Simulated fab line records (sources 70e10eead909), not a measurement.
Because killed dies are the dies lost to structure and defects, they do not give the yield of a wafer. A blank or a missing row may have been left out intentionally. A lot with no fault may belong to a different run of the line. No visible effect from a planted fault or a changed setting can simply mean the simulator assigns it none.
fab line records :: flow nandHarc
record
  lots=15
  wafers=43
  lastDay=33
route steps=1302 shown A_ZERO_WELL@401 A_ONON_D1@427 END@1302
lots untouched by any fault: they come from a run of this same line in which no faults occurred
startH: hours from the record's first day to the start of the lot's first wafer shown :: waitH: hours from the lot's prior step to this one :: " same as the row above :: L1.1+2: a row that stands for several wafers :: - no value present, or no start provided :: * or withheld: withheld :: < > ~ a bound
route shown NAME@n: NAME is a module with steps in the file, n the number in the route of the first one :: usual: mean/standard deviation taken from wafers without a fault :: same: alike in all rows :: chamber/n: place in a boat :: sites: per-site readings :: _std_site: standard deviation across them :: _edge_site: outer sites' mean less inner sites' :: radiusMm: for every site, how far away it sits from the centre of the wafer :: mask NAME#n: copy n :: behind: the tool/chamber that last shaped the wafer :: hold: why the lot was held/for how many hours/how that ended :: device: the transistor (n, p or np) that didn't switch :: end of line: the same wafers' tests at the end of the route :: where a step has no rows: the recipe by itself :: killed: dies that structure and defects cost at the first sort, which is not the same as the wafer's yield :: map: the dies of a wafer, with x for killed, . for not killed, _ for no die there
set.NAME: the setting as run; set.NAME@STEP: as run at that earlier step :: model.NAME: the simulator's own value behind a step, which no gauge read
a sample of lots followed through the steps of the route, with each step as a table and each wafer as a row
services: from which hour (startH, from the record's first day; less than 0 if before it) a tool's chamber was out of use, for how many hours, and why
## steps
# step NHARC_A_ZERO_WELL_CD_MEAS_10
# recipe
  targetCdNm=2000
  landingEnergyEv=500
# usual
  cdNm=2000.6/2.5
lot.wafer: L961.2
tool: cdSem-02
chamber: 0
startH: 141.03
waitH: -
cdNm: 2002.7

lot.wafer: L961.3
tool: cdSem-02
chamber: 0
startH: 141.03
waitH: -
cdNm: 2002.6

lot.wafer: L961.5
tool: cdSem-02
chamber: 0
startH: 141.03
waitH: -
cdNm: 1998.8

lot.wafer: L962.2
tool: cdSem-01
chamber: 0
startH: 152.05
waitH: -
cdNm: 2001.4

lot.wafer: L962.3
tool: cdSem-01
chamber: 0
startH: 152.05
waitH: -
cdNm: 1999.7

lot.wafer: L962.5
tool: cdSem-01
chamber: 0
startH: 152.05
waitH: -
cdNm: 1999.4

lot.wafer: L963.3
tool: cdSem-02
chamber: 0
startH: 154.36
waitH: -
cdNm: 1997.4

lot.wafer: L963.5
tool: cdSem-02
chamber: 0
startH: 154.36
waitH: -
cdNm: 1997.2

lot.wafer: L963.6
tool: cdSem-02
chamber: 0
startH: 154.36
waitH: -
cdNm: 1999.9

lot.wafer: L966.2
tool: cdSem-01
chamber: 0
startH: 189.11
waitH: -
cdNm: 1999.2

lot.wafer: L966.5
tool: cdSem-01
chamber: 0
startH: 189.11
waitH: -
cdNm: 2001.2

lot.wafer: L966.6
tool: cdSem-01
chamber: 0
startH: 189.11
waitH: -
cdNm: 2001.7

lot.wafer: L967.3
tool: cdSem-01
chamber: 0
startH: 194.76
waitH: -
cdNm: 2003.6

lot.wafer: L967.4
tool: cdSem-01
chamber: 0
startH: 194.76
waitH: -
cdNm: 2003.5

lot.wafer: L967.6
tool: cdSem-01
chamber: 0
startH: 194.76
waitH: -
cdNm: 2003.2

lot.wafer: L968.2
tool: cdSem-01
chamber: 0
startH: 210.66
waitH: -
cdNm: 2004.9

lot.wafer: L968.4
tool: cdSem-01
chamber: 0
startH: 210.66
waitH: -
cdNm: 2001.6

lot.wafer: L968.6
tool: cdSem-01
chamber: 0
startH: 210.66
waitH: -
cdNm: 1999.2

lot.wafer: L969.2
tool: cdSem-03
chamber: 0
startH: 217.98
waitH: -
cdNm: 1998.2

lot.wafer: L969.4
tool: cdSem-03
chamber: 0
startH: 217.98
waitH: -
cdNm: 1995.7

lot.wafer: L969.5
tool: cdSem-03
chamber: 0
startH: 217.98
waitH: -
cdNm: 1999.4

lot.wafer: L970.2
tool: cdSem-02
chamber: 0
startH: 235.57
waitH: -
cdNm: 2000.4

lot.wafer: L970.3
tool: cdSem-02
chamber: 0
startH: 235.57
waitH: -
cdNm: 1997.5

lot.wafer: L970.4
tool: cdSem-02
chamber: 0
startH: 235.57
waitH: -
cdNm: 1997.1

lot.wafer: L975.2
tool: cdSem-01
chamber: 0
startH: 285.56
waitH: -
cdNm: 2000.6

lot.wafer: L975.3
tool: cdSem-01
chamber: 0
startH: 285.56
waitH: -
cdNm: 2001.1

lot.wafer: L975.6
tool: cdSem-01
chamber: 0
startH: 285.56
waitH: -
cdNm: 1999.5

lot.wafer: L978.3
tool: cdSem-02
chamber: 0
startH: 310.02
waitH: -
cdNm: 1998.2

lot.wafer: L978.4
tool: cdSem-02
chamber: 0
startH: 310.02
waitH: -
cdNm: 1998.2

lot.wafer: L978.5
tool: cdSem-02
chamber: 0
startH: 310.02
waitH: -
cdNm: 2000.9

lot.wafer: L979.3
tool: cdSem-03
chamber: 0
startH: 314.83
waitH: -
cdNm: 2001.2

lot.wafer: L979.4
tool: cdSem-03
chamber: 0
startH: 314.83
waitH: -
cdNm: 2003.8

lot.wafer: L980.1
tool: cdSem-01
chamber: 0
startH: 325.76
waitH: -
cdNm: 1998.8

lot.wafer: L980.2
tool: cdSem-01
chamber: 0
startH: 325.76
waitH: -
cdNm: 1997.5

lot.wafer: L982.1
tool: cdSem-02
chamber: 0
startH: 349.47
waitH: -
cdNm: 2001.8

lot.wafer: L982.4
tool: cdSem-02
chamber: 0
startH: 349.47
waitH: -
cdNm: 1999.1

lot.wafer: L982.5
tool: cdSem-02
chamber: 0
startH: 349.47
waitH: -
cdNm: 1998.0

lot.wafer: L983.2
tool: cdSem-02
chamber: 0
startH: 357.37
waitH: -
cdNm: 2003.2

lot.wafer: L983.4
tool: cdSem-02
chamber: 0
startH: 357.37
waitH: -
cdNm: 2000.2

lot.wafer: L983.5
tool: cdSem-02
chamber: 0
startH: 357.37
waitH: -
cdNm: 2002.8

lot.wafer: L984.1
tool: cdSem-02
chamber: 0
startH: 366.28
waitH: -
cdNm: 1998.6

lot.wafer: L984.3
tool: cdSem-02
chamber: 0
startH: 366.28
waitH: -
cdNm: 2004.5

lot.wafer: L984.5
tool: cdSem-02
chamber: 0
startH: 366.28
waitH: -
cdNm: 2002.6
# step NHARC_A_ONON_D1_THK_MEAS_05
# recipe
  thkMeasGauge=ellipsometry
# usual
  thkNm=997/11
lot.wafer: L961.2
tool: filmMetro-01
chamber: -
startH: 165.96
waitH: -
thkNm: 998

lot.wafer: L961.3
tool: filmMetro-01
chamber: -
startH: 165.96
waitH: -
thkNm: 998

lot.wafer: L961.5
tool: filmMetro-01
chamber: -
startH: 165.96
waitH: -
thkNm: 999

lot.wafer: L962.2
tool: filmMetro-02
chamber: -
startH: 174.88
waitH: -
thkNm: 996

lot.wafer: L962.3
tool: filmMetro-02
chamber: -
startH: 174.88
waitH: -
thkNm: 995

lot.wafer: L962.5
tool: filmMetro-02
chamber: -
startH: 174.88
waitH: -
thkNm: 994

lot.wafer: L963.3
tool: filmMetro-01
chamber: -
startH: 174.88
waitH: -
thkNm: 1011

lot.wafer: L963.5
tool: filmMetro-01
chamber: -
startH: 174.88
waitH: -
thkNm: 1011

lot.wafer: L963.6
tool: filmMetro-01
chamber: -
startH: 174.88
waitH: -
thkNm: 1011

lot.wafer: L966.2
tool: filmMetro-02
chamber: -
startH: 213.83
waitH: -
thkNm: 987

lot.wafer: L966.5
tool: filmMetro-02
chamber: -
startH: 213.83
waitH: -
thkNm: 989

lot.wafer: L966.6
tool: filmMetro-02
chamber: -
startH: 213.83
waitH: -
thkNm: 989

lot.wafer: L967.3
tool: filmMetro-02
chamber: -
startH: 218.36
waitH: -
thkNm: 1001

lot.wafer: L967.4
tool: filmMetro-02
chamber: -
startH: 218.36
waitH: -
thkNm: 1004

lot.wafer: L967.6
tool: filmMetro-02
chamber: -
startH: 218.36
waitH: -
thkNm: 1005

lot.wafer: L968.2
tool: filmMetro-01
chamber: -
startH: 237.93
waitH: -
thkNm: 988

lot.wafer: L968.4
tool: filmMetro-01
chamber: -
startH: 237.93
waitH: -
thkNm: 988

lot.wafer: L968.6
tool: filmMetro-01
chamber: -
startH: 237.93
waitH: -
thkNm: 988

lot.wafer: L969.2
tool: filmMetro-01
chamber: -
startH: 241.20
waitH: -
thkNm: 991

lot.wafer: L969.4
tool: filmMetro-01
chamber: -
startH: 241.20
waitH: -
thkNm: 992

lot.wafer: L969.5
tool: filmMetro-01
chamber: -
startH: 241.20
waitH: -
thkNm: 992

lot.wafer: L970.2
tool: filmMetro-01
chamber: -
startH: 258.03
waitH: -
thkNm: 989

lot.wafer: L970.3
tool: filmMetro-01
chamber: -
startH: 258.03
waitH: -
thkNm: 990

lot.wafer: L970.4
tool: filmMetro-01
chamber: -
startH: 258.03
waitH: -
thkNm: 988

lot.wafer: L975.2
tool: filmMetro-01
chamber: -
startH: 307.74
waitH: -
thkNm: 977

lot.wafer: L975.3
tool: filmMetro-01
chamber: -
startH: 307.74
waitH: -
thkNm: 975

lot.wafer: L975.6
tool: filmMetro-01
chamber: -
startH: 307.74
waitH: -
thkNm: 976

lot.wafer: L978.3
tool: filmMetro-01
chamber: -
startH: 334.18
waitH: -
thkNm: 1001

lot.wafer: L978.4
tool: filmMetro-01
chamber: -
startH: 334.18
waitH: -
thkNm: 1000

lot.wafer: L978.5
tool: filmMetro-01
chamber: -
startH: 334.18
waitH: -
thkNm: 999

lot.wafer: L979.3
tool: filmMetro-02
chamber: -
startH: 343.43
waitH: -
thkNm: 985

lot.wafer: L979.4
tool: filmMetro-02
chamber: -
startH: 343.43
waitH: -
thkNm: 987

lot.wafer: L980.1
tool: filmMetro-01
chamber: -
startH: 348.60
waitH: -
thkNm: 990

lot.wafer: L980.2
tool: filmMetro-01
chamber: -
startH: 348.60
waitH: -
thkNm: 987

lot.wafer: L982.1
tool: filmMetro-01
chamber: -
startH: 372.09
waitH: -
thkNm: 1018

lot.wafer: L982.4
tool: filmMetro-01
chamber: -
startH: 372.09
waitH: -
thkNm: 1018

lot.wafer: L982.5
tool: filmMetro-01
chamber: -
startH: 372.09
waitH: -
thkNm: 1019

lot.wafer: L983.2
tool: filmMetro-01
chamber: -
startH: 379.74
waitH: -
thkNm: 1008

lot.wafer: L983.4
tool: filmMetro-01
chamber: -
startH: 379.74
waitH: -
thkNm: 1009

lot.wafer: L983.5
tool: filmMetro-01
chamber: -
startH: 379.74
waitH: -
thkNm: 1008

lot.wafer: L984.1
tool: filmMetro-01
chamber: -
startH: 390.87
waitH: -
thkNm: 1011

lot.wafer: L984.3
tool: filmMetro-01
chamber: -
startH: 390.87
waitH: -
thkNm: 1010

lot.wafer: L984.5
tool: filmMetro-01
chamber: -
startH: 390.87
waitH: -
thkNm: 1011
# step NHARC_A_ONON_D1_DEP_19
# recipe
  targetThkA=10000
  n2FlowSccm=2750
  n2oFlowSccm=2000
  nh3FlowSccm=500
  sih4FlowSccm=210
  tempC=400
lot.wafer: L961.2+3+5
tool: pecvdOnon-04
chamber: 0
startH: 175.57
waitH: 0.1

lot.wafer: L962.2+3+5
tool: pecvdOnon-03
chamber: 0
startH: 185.65
waitH: 0.1

lot.wafer: L963.3+5+6
tool: pecvdOnon-04
chamber: 0
startH: 185.72
waitH: 0.2

lot.wafer: L966.2+5+6
tool: pecvdOnon-03
chamber: 0
startH: 223.41
waitH: 0.1

lot.wafer: L967.3+4+6
tool: pecvdOnon-02
chamber: 0
startH: 228.05
waitH: 0.2

lot.wafer: L969.2+4+5
tool: pecvdOnon-04
chamber: 0
startH: 247.52
waitH: 0.1

lot.wafer: L968.2+4+6
tool: pecvdOnon-02
chamber: 0
startH: 247.53
waitH: 0.1

lot.wafer: L970.2+3+4
tool: pecvdOnon-02
chamber: 0
startH: 267.64
waitH: 0.1

lot.wafer: L975.2+3+6
tool: pecvdOnon-03
chamber: 0
startH: 317.47
waitH: 0.2

lot.wafer: L978.3+4+5
tool: pecvdOnon-02
chamber: 0
startH: 343.76
waitH: 0.2

lot.wafer: L979.3+4
tool: pecvdOnon-02
chamber: 0
startH: 353.10
waitH: 0.2

lot.wafer: L980.1+2
tool: pecvdOnon-02
chamber: 0
startH: 358.15
waitH: 0.1

lot.wafer: L982.1+4+5
tool: pecvdOnon-03
chamber: 0
startH: 381.68
waitH: 0.1

lot.wafer: L983.2+4+5
tool: pecvdOnon-04
chamber: 0
startH: 389.68
waitH: 0.1

lot.wafer: L984.1+3+5
tool: pecvdOnon-03
chamber: 0
startH: 402.14
waitH: 0.1
# step NHARC_A_ONON_D1_THK_MEAS_21
# recipe
  thkMeasGauge=ellipsometry
# usual
  thkNm=1000/12
lot.wafer: L961.2
tool: filmMetro-01
chamber: -
startH: 176.02
waitH: -
thkNm: 990

lot.wafer: L961.3
tool: filmMetro-01
chamber: -
startH: 176.02
waitH: -
thkNm: 992

lot.wafer: L961.5
tool: filmMetro-01
chamber: -
startH: 176.02
waitH: -
thkNm: 991

lot.wafer: L962.2
tool: filmMetro-01
chamber: -
startH: 186.10
waitH: -
thkNm: 1003

lot.wafer: L962.3
tool: filmMetro-01
chamber: -
startH: 186.10
waitH: -
thkNm: 1003

lot.wafer: L962.5
tool: filmMetro-01
chamber: -
startH: 186.10
waitH: -
thkNm: 1003

lot.wafer: L963.3
tool: filmMetro-02
chamber: -
startH: 186.11
waitH: -
thkNm: 1013

lot.wafer: L963.5
tool: filmMetro-02
chamber: -
startH: 186.11
waitH: -
thkNm: 1013

lot.wafer: L963.6
tool: filmMetro-02
chamber: -
startH: 186.11
waitH: -
thkNm: 1014

lot.wafer: L966.2
tool: filmMetro-01
chamber: -
startH: 223.86
waitH: -
thkNm: 1009

lot.wafer: L966.5
tool: filmMetro-01
chamber: -
startH: 223.86
waitH: -
thkNm: 1011

lot.wafer: L966.6
tool: filmMetro-01
chamber: -
startH: 223.86
waitH: -
thkNm: 1009

lot.wafer: L967.3
tool: filmMetro-01
chamber: -
startH: 228.44
waitH: -
thkNm: 999

lot.wafer: L967.4
tool: filmMetro-01
chamber: -
startH: 228.44
waitH: -
thkNm: 998

lot.wafer: L967.6
tool: filmMetro-01
chamber: -
startH: 228.44
waitH: -
thkNm: 998

lot.wafer: L968.2
tool: filmMetro-01
chamber: -
startH: 247.97
waitH: -
thkNm: 983

lot.wafer: L968.4
tool: filmMetro-01
chamber: -
startH: 247.97
waitH: -
thkNm: 983

lot.wafer: L968.6
tool: filmMetro-01
chamber: -
startH: 247.97
waitH: -
thkNm: 982

lot.wafer: L969.2
tool: filmMetro-01
chamber: -
startH: 247.98
waitH: -
thkNm: 994

lot.wafer: L969.4
tool: filmMetro-01
chamber: -
startH: 247.98
waitH: -
thkNm: 994

lot.wafer: L969.5
tool: filmMetro-01
chamber: -
startH: 247.98
waitH: -
thkNm: 994

lot.wafer: L970.2
tool: filmMetro-02
chamber: -
startH: 268.12
waitH: -
thkNm: 981

lot.wafer: L970.3
tool: filmMetro-02
chamber: -
startH: 268.12
waitH: -
thkNm: 982

lot.wafer: L970.4
tool: filmMetro-02
chamber: -
startH: 268.12
waitH: -
thkNm: 984

lot.wafer: L975.2
tool: filmMetro-02
chamber: -
startH: 317.92
waitH: -
thkNm: 1006

lot.wafer: L975.3
tool: filmMetro-02
chamber: -
startH: 317.92
waitH: -
thkNm: 1007

lot.wafer: L975.6
tool: filmMetro-02
chamber: -
startH: 317.92
waitH: -
thkNm: 1004

lot.wafer: L978.3
tool: filmMetro-01
chamber: -
startH: 344.15
waitH: -
thkNm: 685

lot.wafer: L978.4
tool: filmMetro-01
chamber: -
startH: 344.15
waitH: -
thkNm: 1003

lot.wafer: L978.5
tool: filmMetro-01
chamber: -
startH: 344.15
waitH: -
thkNm: 1004

lot.wafer: L979.3
tool: filmMetro-02
chamber: -
startH: 353.50
waitH: -
thkNm: 670

lot.wafer: L979.4
tool: filmMetro-02
chamber: -
startH: 353.50
waitH: -
thkNm: 990

lot.wafer: L980.1
tool: filmMetro-02
chamber: -
startH: 358.66
waitH: -
thkNm: 1007

lot.wafer: L980.2
tool: filmMetro-02
chamber: -
startH: 358.66
waitH: -
thkNm: 689

lot.wafer: L982.1
tool: filmMetro-01
chamber: -
startH: 382.19
waitH: -
thkNm: 1022

lot.wafer: L982.4
tool: filmMetro-01
chamber: -
startH: 382.19
waitH: -
thkNm: 1020

lot.wafer: L982.5
tool: filmMetro-01
chamber: -
startH: 382.19
waitH: -
thkNm: 1022

lot.wafer: L983.2
tool: filmMetro-01
chamber: -
startH: 390.13
waitH: -
thkNm: 978

lot.wafer: L983.4
tool: filmMetro-01
chamber: -
startH: 390.13
waitH: -
thkNm: 978

lot.wafer: L983.5
tool: filmMetro-01
chamber: -
startH: 390.13
waitH: -
thkNm: 979

lot.wafer: L984.1
tool: filmMetro-02
chamber: -
startH: 402.65
waitH: -
thkNm: 992

lot.wafer: L984.3
tool: filmMetro-02
chamber: -
startH: 402.65
waitH: -
thkNm: 990

lot.wafer: L984.5
tool: filmMetro-02
chamber: -
startH: 402.65
waitH: -
thkNm: 990
# step NHARC_END_SORT_01
# recipe
  tempC=25
# usual
  killedAtArray=53/20
  killedAtOther=1/1.2
  killedAtPeriphery=3.7/2.6
  killedDies=58/20
  killedOpen=3.5/1.8
  killedShort=2.4/1.7
# same
  grossDies=677
lot.wafer: L978.3
tool: prober-01
chamber: 0
startH: 725.73
waitH: 3.1
killedAtArray: 677
killedAtOther: 0
killedAtPeriphery: 0
killedDies: 677
killedOpen: 1
killedShort: 3

lot.wafer: L978.4
tool: prober-01
chamber: 0
startH: 726.53
waitH: 3.4
killedAtArray: 75
killedAtOther: 0
killedAtPeriphery: 1
killedDies: 76
killedOpen: 1
killedShort: 1

lot.wafer: L978.5
tool: prober-01
chamber: 0
startH: 727.34
waitH: 3.7
killedAtArray: 72
killedAtOther: 1
killedAtPeriphery: 3
killedDies: 76
killedOpen: 7
killedShort: 2

lot.wafer: L980.1
tool: prober-02
chamber: 0
startH: 737.99
waitH: 2.5
killedAtArray: 27
killedAtOther: 0
killedAtPeriphery: 0
killedDies: 27
killedOpen: 4
killedShort: 0

lot.wafer: L980.2
tool: prober-02
chamber: 0
startH: 738.77
waitH: 2.8
killedAtArray: 674
killedAtOther: 1
killedAtPeriphery: 2
killedDies: 677
killedOpen: 5
killedShort: 1

lot.wafer: L979.3
tool: prober-01
chamber: 0
startH: 739.52
waitH: 3.1
killedAtArray: 671
killedAtOther: 2
killedAtPeriphery: 4
killedDies: 677
killedOpen: 2
killedShort: 2

lot.wafer: L979.4
tool: prober-01
chamber: 0
startH: 740.32
waitH: 3.4
killedAtArray: 43
killedAtOther: 0
killedAtPeriphery: 2
killedDies: 45
killedOpen: 4
killedShort: 0
# killed by level:class
L978.3 A_ONON_D1:areaDep=616 A_CHANNEL_HOLE_D1:chamberFilmFlake=34 A_SLIT:chamberFilmFlake=17 A_CONTACT:chamberFilmFlake=4 A_SOURCE_PLATE:geometricParticle:short=1 A_ONON_D2:geometricParticle:open=1 A_SGD_CUT:geometricParticle:short=1 A_WL_FILL:geometricParticle:short=1
L978.4 A_SLIT:chamberFilmFlake=36 A_CHANNEL_HOLE_D1:chamberFilmFlake=32 A_CONTACT:chamberFilmFlake=4 A_CHANNEL_FILL_D1:geometricParticle:open=1 A_CHANNEL_FILL_D2:geometricParticle:short=1 P_GATE:chamberFilmFlake=1 A_ZERO_WELL:chamberFilmFlake=1
L978.5 A_SLIT:chamberFilmFlake=31 A_CHANNEL_HOLE_D1:chamberFilmFlake=27 A_WL_FILL:chamberFilmFlake=3 A_CHANNEL_FILL_D1:geometricParticle:open=2 A_DECK1_JOINT:chamberFilmFlake=2 P_CONTACT:geometricParticle:short=1 P_CONTACT:geometricParticle:open=1 A_DECK1_JOINT:geometricParticle:open=1
L980.1 A_SLIT:chamberFilmFlake=8 A_CHANNEL_HOLE_D2:chamberFilmFlake=6 A_CONTACT:chamberFilmFlake=3 A_CHANNEL_FILL_D2:geometricParticle:open=2 A_CHANNEL_HOLE_D1:chamberFilmFlake=2 A_ONON_D1:geometricParticle:open=1 A_BLC:geometricParticle:open=1 A_CHANNEL_FILL_D1:chamberFilmFlake=1
L980.2 A_ONON_D1:areaDep=630 A_SLIT:chamberFilmFlake=17 A_CHANNEL_HOLE_D2:chamberFilmFlake=15 A_CONTACT:chamberFilmFlake=4 A_CHANNEL_FILL_D2:chamberFilmFlake=2 P_M0:geometricParticle:open=1 P_M1:geometricParticle:open=1 A_ONON_D1:geometricParticle:open=1
L979.3 A_ONON_D1:areaDep=616 A_CHANNEL_HOLE_D1:chamberFilmFlake=34 A_CONTACT:chamberFilmFlake=12 P_STI:chamberFilmFlake=4 A_M0:chamberFilmFlake=3 A_STAIRCASE:chamberFilmFlake=2 A_WL_FILL:geometricParticle:short=1 A_WL_FILL:geometricParticle:open=1
L979.4 A_CHANNEL_HOLE_D1:chamberFilmFlake=25 A_CONTACT:chamberFilmFlake=8 A_SLIT:chamberFilmFlake=4 A_STAIRCASE:chamberFilmFlake=2 P_M2:geometricParticle:open=1 A_ONON_D1:geometricParticle:open=1 A_ONON_D2:geometricParticle:open=1 A_CHANNEL_FILL_D2:geometricParticle:open=1
## services
tool: pecvdOnon-02
chamber: -
startH: 185.00
hours: 13.0
kind: pm

tool: pecvdOnon-02
chamber: -
startH: 211.41
hours: 6.8
kind: repair

tool: pecvdOnon-03
chamber: -
startH: 227.00
hours: 13.0
kind: pm

tool: pecvdOnon-02
chamber: -
startH: 253.47
hours: 6.7
kind: repair

tool: pecvdOnon-03
chamber: -
startH: 296.79
hours: 4.9
kind: repair

tool: pecvdOnon-04
chamber: -
startH: 311.30
hours: 13.0
kind: pm

tool: pecvdOnon-02
chamber: -
startH: 366.00
hours: 13.0
kind: pm
## key
firstSign
  step=NHARC_A_ONON_D1_THK_MEAS_21
  reading=thkNm
  direction=down
  sigmas=27
  usual=1000
  struck=681
effect
  step=NHARC_END_SORT_01
  reading=killedAtArray
  direction=up
  sigmas=32
  usual=53
  struck=674
moreKillsBornAt
  NHARC_A_ONON_D1_DEP_19@pecvdOnon-02=1862
metAt NHARC_A_ONON_D1_DEP_19
struckLots L978,L979,L980
struckWafers L978.3,L979.3,L980.2
laterRowsLeftOut L978.3,L979.3,L980.2
testerLeftOut L978,L979,L980
notActingAt NHARC_A_ZERO_WELL_CD_MEAS_10,NHARC_A_ONON_D1_THK_MEAS_05
onsetBetween 267.64 343.76
fault
  kind=processParameterDrift
  tool=pecvdOnon-02
  chamber=-
  onsetH=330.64
  steps=NHARC_A_ONON_D1_DEP_19
  channel=targetThkA
  offset=*
  shape=step
  endH=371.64
  scope=struckWafersOnly
  actsIn=*
  stated=*
# testerLeftOut: of these lots the tester's yield and bins aren't shown, on N5 and GAA mostly nor the transistor test; their killed dies are dies lost to structure and defects alone, not to doping, threshold or leakage, so they don't give the yield
# laterRowsLeftOut: the simulator's readings of these wafers behind a module that went badly wrong aren't trusted and aren't shown, but for the sort
